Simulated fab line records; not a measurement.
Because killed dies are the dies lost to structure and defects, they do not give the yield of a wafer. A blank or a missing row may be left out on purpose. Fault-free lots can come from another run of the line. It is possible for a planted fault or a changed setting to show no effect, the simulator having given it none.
Which tool did it?	flow n5Finfet	60 wafers from 20 lots sampled at 6 of the route's 1938 steps

WHAT THE GAUGES READ, wafer by wafer
No reading from a measuring or inspecting step in the record can be judged against a usual standard deviation.

WHAT TOOL EACH LOT RAN ON (gives the tool, then ch and the chambers of the sampled wafers, and finally the start)
lot	N5_BEOL_M11_SPUTTER_48	N5_BEOL_M12_VIA_ETCH_16	N5_BEOL_M12_DESCUM_33	N5_BEOL_M12_SPUTTER_43	N5_BEOL_M13_DESCUM_15	N5_BEOL_M13_STRIP_64
L078	pvdSputter-02, day 11 02:26	rieDiel-02 ch 0,1,3, day 11 04:08	rieDiel-01 ch 0,2,3, day 11 04:58	pvdSputter-01, day 11 06:59	rieDiel-05 ch 2,3, day 11 08:44	plasmaAsher-02 ch 0,1, day 11 09:07
L077	pvdSputter-03, day 11 02:37	rieDiel-06 ch 0,2,3, day 11 04:37	rieDiel-02 ch 1,2,3, day 11 05:38	pvdSputter-03, day 11 08:02	rieDiel-03 ch 1,2,3, day 11 09:46	plasmaAsher-01 ch 0,1, day 11 10:09
L076	pvdSputter-02, day 11 05:13	rieDiel-02 ch 0,2,3, day 11 06:58	rieDiel-02 ch 0,2, day 11 07:48	pvdSputter-02, day 11 08:53	rieDiel-04 ch 1,3, day 11 10:37	plasmaAsher-02 ch 0,1, day 11 11:00
L079	pvdSputter-02, day 11 05:29	rieDiel-02 ch 0,2,3, day 11 07:13	rieDiel-06 ch 0,1,3, day 11 08:13	pvdSputter-03, day 11 13:03	rieDiel-05 ch 1,2,3, day 11 14:49	plasmaAsher-02 ch 0,1, day 11 15:12
L080	pvdSputter-03, day 11 15:49	rieDiel-06 ch 0,3, day 11 17:57	rieDiel-06 ch 1,2, day 11 18:46	pvdSputter-03, day 11 20:53	rieDiel-05 ch 2,3, day 11 22:45	plasmaAsher-01 ch 1, day 11 23:08
L081	pvdSputter-01, day 11 22:24	rieDiel-06 ch 0,3, day 12 01:11	rieDiel-06 ch 0,1,3, day 12 02:02	pvdSputter-01, day 12 04:34	rieDiel-03 ch 1,2,3, day 12 06:18	plasmaAsher-01 ch 0,1, day 12 06:41
L083	pvdSputter-02, day 11 23:59	rieDiel-01 ch 2,3, day 12 01:44	rieDiel-02 ch 2,3, day 12 02:49	pvdSputter-03, day 12 05:07	rieDiel-03 ch 1,3, day 12 07:07	plasmaAsher-01 ch 0,1, day 12 07:30
L084	pvdSputter-03, day 12 11:56	rieDiel-02 ch 0,1,3, day 12 14:01	rieDiel-02 ch 0,1,3, day 12 14:57	pvdSputter-02, day 12 17:44	rieDiel-05 ch 0,1,2, day 12 19:45	plasmaAsher-01 ch 0,1, day 12 20:08
L085	pvdSputter-01, day 13 08:27	rieDiel-01 ch 0,3, day 13 10:04	rieDiel-02 ch 0,2, day 13 11:01	pvdSputter-03, day 13 12:23	rieDiel-04 ch 0,1,2, day 13 14:29	plasmaAsher-01 ch 0,1, day 13 14:53
L087	pvdSputter-01, day 13 14:22	rieDiel-02 ch 0,2,3, day 13 16:09	rieDiel-02 ch 0,1,2, day 13 16:59	pvdSputter-03, day 13 21:04	rieDiel-03 ch 2,3, day 13 22:56	plasmaAsher-01 ch 0,1, day 13 23:20
L088	pvdSputter-01, day 13 23:20	rieDiel-02 ch 1,2,3, day 14 00:58	rieDiel-06 ch 1,3, day 14 01:47	pvdSputter-03, day 14 03:03	rieDiel-05 ch 0,1, day 14 04:47	plasmaAsher-01 ch 0,1, day 14 05:12
L089	pvdSputter-01, day 14 00:01	rieDiel-06 ch 0,1,3, day 14 02:29	rieDiel-02 ch 0,1,3, day 14 03:49	pvdSputter-03, day 14 05:19	rieDiel-04 ch 0,1,3, day 14 07:04	plasmaAsher-01 ch 0,1, day 14 07:26
L086	pvdSputter-01, day 14 00:11	rieDiel-06 ch 1,3, day 14 02:45	rieDiel-01 ch 1,2, day 14 03:53	pvdSputter-01, day 14 06:03	rieDiel-03 ch 0,2,3, day 14 08:26	plasmaAsher-01 ch 0,1, day 14 08:51
L090	pvdSputter-03, day 14 18:01	rieDiel-01 ch 0,3, day 14 20:08	rieDiel-01 ch 0,2,3, day 14 20:58	pvdSputter-02, day 14 23:57	rieDiel-05 ch 1,2,3, day 15 02:29	plasmaAsher-01 ch 0,1, day 15 02:52
L091	pvdSputter-01, day 15 05:32	rieDiel-02 ch 0,3, day 15 07:16	rieDiel-02 ch 0,3, day 15 08:16	pvdSputter-01, day 15 09:41	rieDiel-04 ch 1,2,3, day 15 11:34	plasmaAsher-02 ch 0,1, day 15 11:56
L093	pvdSputter-02, day 15 07:43	rieDiel-01 ch 0,1,2, day 15 09:45	rieDiel-06 ch 0,1,3, day 15 10:43	pvdSputter-02, day 15 13:47	rieDiel-05 ch 1,3, day 15 15:31	plasmaAsher-01 ch 0,1, day 15 15:54
L092	pvdSputter-01, day 15 10:31	rieDiel-01 ch 1,3, day 15 12:16	rieDiel-02 ch 1,2,3, day 15 13:12	pvdSputter-03, day 15 15:49	rieDiel-03 ch 1,3, day 15 17:41	plasmaAsher-01 ch 0,1, day 15 18:04
L095	pvdSputter-02, day 15 14:54	rieDiel-01 ch 0,1,2, day 15 16:31	rieDiel-02 ch 0,1,2, day 15 17:30	pvdSputter-01, day 15 19:32	rieDiel-04 ch 1,2,3, day 15 21:17	plasmaAsher-02 ch 0,1, day 15 21:40
L096	pvdSputter-02, day 15 22:50	rieDiel-06 ch 0,1,3, day 16 00:40	rieDiel-01 ch 0,1,2, day 16 01:31	pvdSputter-02, day 16 05:11	rieDiel-03 ch 1,2,3, day 16 06:56	plasmaAsher-01 ch 0,1, day 16 07:19
L097	pvdSputter-02, day 16 06:59	rieDiel-01 ch 2,3, day 16 08:49	rieDiel-01 ch 0,1, day 16 09:38	pvdSputter-02, day 16 11:37	rieDiel-04 ch 1,2, day 16 13:21	plasmaAsher-02 ch 0,1, day 16 13:44
- N5_BEOL_M11_SPUTTER_48: material Cu, target thk 12 nm, time 2 s.
- N5_BEOL_M12_VIA_ETCH_16: etches SiOC in C4F8/O2/Ar, target depth 724.8 nm.
- N5_BEOL_M12_DESCUM_33: chemistry O2, time 7.9 s.
- N5_BEOL_M12_SPUTTER_43: material TaN, target thk 15 nm, time 24.19 s.
- N5_BEOL_M13_DESCUM_15: chemistry O2, time 7.9 s.
- N5_BEOL_M13_STRIP_64: strips in N2/H2.

AS READ BY THE TOOLS THEMSELVES (means over the sampled wafers that have a number; for cases with no such wafer, the mark the record gives instead)
N5_BEOL_M11_SPUTTER_48.
lot	tool	chamberPressurePa (Pa)	chuckGasFlowSccm (sccm)	throttleValvePct (%)
L078	pvdSputter-02	0.12997	1.24	30.1
L077	pvdSputter-03	0.13003	1.30	30.4
L076	pvdSputter-02	0.13019	1.26	29.8
L079	pvdSputter-02	0.13000	1.24	30.0
L080	pvdSputter-03	0.13009	1.27	30.1
L081	pvdSputter-01	0.12973	1.26	29.9
L083	pvdSputter-02	0.13015	1.34	29.8
L084	pvdSputter-03	0.12985	1.30	29.8
L085	pvdSputter-01	0.12983	1.26	30.1
L087	pvdSputter-01	0.12986	1.27	29.8
L088	pvdSputter-01	0.13021	1.27	29.7
L089	pvdSputter-01	0.12995	1.26	30.1
L086	pvdSputter-01	0.12977	1.28	29.8
L090	pvdSputter-03	0.13036	1.34	30.7
L091	pvdSputter-01	0.13042	1.25	29.8
L093	pvdSputter-02	0.12972	1.26	29.5
L092	pvdSputter-01	0.13014	1.27	30.2
L095	pvdSputter-02	0.13009	1.25	30.3
L096	pvdSputter-02	0.12995	1.28	29.9
L097	pvdSputter-02	0.12999	1.24	30.6

N5_BEOL_M12_VIA_ETCH_16.
lot	tool	O2_flow_sccm (sccm)	drypumpMotorCurrentA (A)	oesProductAu (a.u.)	rfVppV (V)	showerheadPlenumPTorr (Torr)	throttleValvePct (%)
L078	rieDiel-02	7.992	6.0	0.76	665	3.43	24.22
L077	rieDiel-06	7.994	5.6	0.69	667	3.48	24.38
L076	rieDiel-02	7.996	5.8	0.78	667	3.49	24.24
L079	rieDiel-02	8.010	5.8	0.79	667	3.49	24.24
L080	rieDiel-06	8.020	5.6	0.72	665	3.41	24.27
L081	rieDiel-06	7.996	5.7	0.71	664	3.40	24.29
L083	rieDiel-01	8.008	5.7	0.78	664	3.38	24.13
L084	rieDiel-02	7.970	6.0	0.74	664	3.42	24.22
L085	rieDiel-01	7.978	4.9	0.67	664	3.34	24.02
L087	rieDiel-02	8.003	5.8	0.76	667	3.47	24.26
L088	rieDiel-02	7.990	6.1	0.73	664	3.36	24.20
L089	rieDiel-06	8.018	5.9	0.72	665	3.41	24.16
L086	rieDiel-06	7.994	6.1	0.74	663	3.31	24.08
L090	rieDiel-01	7.983	4.9	0.84	664	3.33	23.84
L091	rieDiel-02	8.010	5.9	0.76	665	3.43	24.28
L093	rieDiel-01	7.983	5.3	0.74	664	3.35	24.23
L092	rieDiel-01	8.011	5.3	0.70	661	3.30	24.35
L095	rieDiel-01	8.008	5.3	0.74	664	3.35	24.22
L096	rieDiel-06	7.983	5.9	0.71	664	3.40	24.18
L097	rieDiel-01	8.022	5.7	0.74	664	3.36	24.17

N5_BEOL_M12_DESCUM_33.
lot	tool	drypumpMotorCurrentA (A)	oesProductAu (a.u.)	rfVppV (V)	showerheadPlenumPTorr (Torr)	tempC (C)	throttleValvePct (%)
L078	rieDiel-01	5.4	0.82	242.8	2.06	39.84	20.24
L077	rieDiel-02	6.1	0.84	242.3	2.06	39.97	20.34
L076	rieDiel-02	5.6	0.85	244.2	2.19	39.95	20.40
L079	rieDiel-06	5.8	0.84	242.6	2.09	40.03	20.32
L080	rieDiel-06	5.8	0.76	243.7	2.11	40.00	20.67
L081	rieDiel-06	5.9	0.83	242.5	2.09	40.19	20.32
L083	rieDiel-02	6.0	0.88	242.0	2.06	39.97	20.34
L084	rieDiel-02	6.0	0.82	241.8	2.09	39.99	20.39
L085	rieDiel-02	5.7	0.83	244.3	2.15	40.06	20.39
L087	rieDiel-02	5.9	0.80	243.7	2.12	40.01	20.40
L088	rieDiel-06	5.8	0.80	242.3	2.01	40.03	20.41
L089	rieDiel-02	6.0	0.81	243.6	2.08	40.01	20.40
L086	rieDiel-01	5.8	0.79	243.4	2.08	39.87	20.57
L090	rieDiel-01	5.4	0.88	243.1	2.05	40.02	20.17
L091	rieDiel-02	5.9	0.85	242.8	2.08	40.10	20.42
L093	rieDiel-06	5.9	0.80	242.6	2.08	39.98	20.37
L092	rieDiel-02	6.1	0.80	242.2	2.05	40.01	20.38
L095	rieDiel-02	5.9	0.78	243.1	2.11	39.94	20.42
L096	rieDiel-01	5.3	0.81	242.6	2.05	40.04	20.48
L097	rieDiel-01	4.9	0.76	242.7	2.01	40.10	20.78

N5_BEOL_M12_SPUTTER_43.
lot	tool	chamberPressurePa (Pa)	throttleValvePct (%)
L078	pvdSputter-01	0.11952	30.3
L077	pvdSputter-03	0.11985	30.4
L076	pvdSputter-02	0.12013	30.6
L079	pvdSputter-03	0.12031	30.2
L080	pvdSputter-03	0.12010	30.3
L081	pvdSputter-01	0.12000	29.9
L083	pvdSputter-03	0.11994	30.4
L084	pvdSputter-02	0.11981	30.4
L085	pvdSputter-03	0.11991	29.6
L087	pvdSputter-03	0.12007	29.7
L088	pvdSputter-03	0.11996	29.8
L089	pvdSputter-03	0.12007	30.0
L086	pvdSputter-01	0.12023	29.8
L090	pvdSputter-02	0.11992	29.4
L091	pvdSputter-01	0.12001	30.0
L093	pvdSputter-02	0.12011	30.4
L092	pvdSputter-03	0.11966	30.1
L095	pvdSputter-01	0.11994	30.2
L096	pvdSputter-02	0.11984	30.0
L097	pvdSputter-02	0.12003	31.1

N5_BEOL_M13_DESCUM_15.
lot	tool	drypumpMotorCurrentA (A)	oesProductAu (a.u.)	rfVppV (V)	showerheadPlenumPTorr (Torr)	tempC (C)	throttleValvePct (%)
L078	rieDiel-05	5.87	0.81	243.5	2.15	39.87	20.64
L077	rieDiel-03	5.70	0.80	243.8	2.14	40.00	20.45
L076	rieDiel-04	6.08	0.80	242.6	2.04	40.10	20.37
L079	rieDiel-05	5.83	0.85	243.6	2.10	40.01	20.48
L080	rieDiel-05	5.94	0.76	241.9	2.07	40.11	20.63
L081	rieDiel-03	5.69	0.80	243.5	2.14	39.93	20.47
L083	rieDiel-03	5.72	0.85	244.0	2.15	39.90	20.30
L084	rieDiel-05	5.77	0.91	243.7	2.11	40.09	20.47
L085	rieDiel-04	5.72	0.79	242.8	2.07	39.99	20.29
L087	rieDiel-03	5.73	0.79	244.5	2.20	40.01	20.52
L088	rieDiel-05	5.75	0.92	242.6	2.05	40.10	20.43
L089	rieDiel-04	5.91	0.75	242.2	2.02	40.02	20.50
L086	rieDiel-03	5.93	0.77	243.2	2.16	40.06	20.56
L090	rieDiel-05	5.83	0.82	242.6	2.09	39.87	20.52
L091	rieDiel-04	5.94	0.78	244.5	2.10	40.02	20.38
L093	rieDiel-05	5.78	0.84	241.5	2.04	40.11	20.36
L092	rieDiel-03	5.70	0.82	244.3	2.14	39.96	20.33
L095	rieDiel-04	5.96	0.78	243.2	2.10	40.02	20.40
L096	rieDiel-03	5.70	0.76	243.9	2.13	39.86	20.50
L097	rieDiel-04	5.74	0.81	243.7	2.14	40.05	20.20

N5_BEOL_M13_STRIP_64.
lot	tool	drypumpMotorCurrentA (A)	heaterPowerW (W)	oesProductAu (a.u.)	stripTimeToEndpointS (s)	tempC (C)
L078	plasmaAsher-02	5.9	334	0.714	31.32	250.18
L077	plasmaAsher-01	5.9	358	0.714	31.53	250.08
L076	plasmaAsher-02	5.9	358	0.717	31.43	250.10
L079	plasmaAsher-02	5.8	366	0.711	31.38	249.90
L080	plasmaAsher-01	6.4	359	0.713	31.24	250.03
L081	plasmaAsher-01	5.9	358	0.713	31.22	249.91
L083	plasmaAsher-01	5.5	363	0.717	31.36	250.03
L084	plasmaAsher-01	5.5	361	0.713	31.34	249.97
L085	plasmaAsher-01	5.9	356	0.714	31.37	249.98
L087	plasmaAsher-01	5.5	354	0.715	31.36	249.90
L088	plasmaAsher-01	5.9	358	0.719	31.37	249.94
L089	plasmaAsher-01	5.5	359	0.714	31.40	250.09
L086	plasmaAsher-01	5.4	356	0.717	31.36	250.01
L090	plasmaAsher-01	5.9	358	0.716	31.31	249.79
L091	plasmaAsher-02	5.9	347	0.721	31.37	249.82
L093	plasmaAsher-01	5.5	359	0.714	31.31	250.00
L092	plasmaAsher-01	5.5	360	0.712	31.36	249.92
L095	plasmaAsher-02	5.9	367	0.715	31.39	249.91
L096	plasmaAsher-01	5.9	357	0.711	31.47	250.06
L097	plasmaAsher-02	5.9	347	0.715	31.36	250.03

THE ANSWER, worked out from the rows above alone
Rule: usual is defined by the lots themselves. Put in order of their means at a reading, lots are off if they are a third of the lots or fewer, leave a main group of 4 or more, and stand apart from it by a gap of 3 or more times the standard deviation of the main group's means; of several such gaps the widest counts. A main group whose means are all the same, to the digits that the tables above print for the reading, isn't used. Also off: a lot with no number at a reading for which 4 or more lots have one. Any other lot the step has rows for is counted as sound. The gauges are gone through in route order, then the tools' own readings, and for those a lot's mean is taken as printed above. The first step at which some lot is off is used, and at that step the reading that is off furthest; a lot without a number counts as furthest.
Nothing can be told from this: no lot is off at any reading shown.

WHAT THE SIMULATOR HAD INSERTED
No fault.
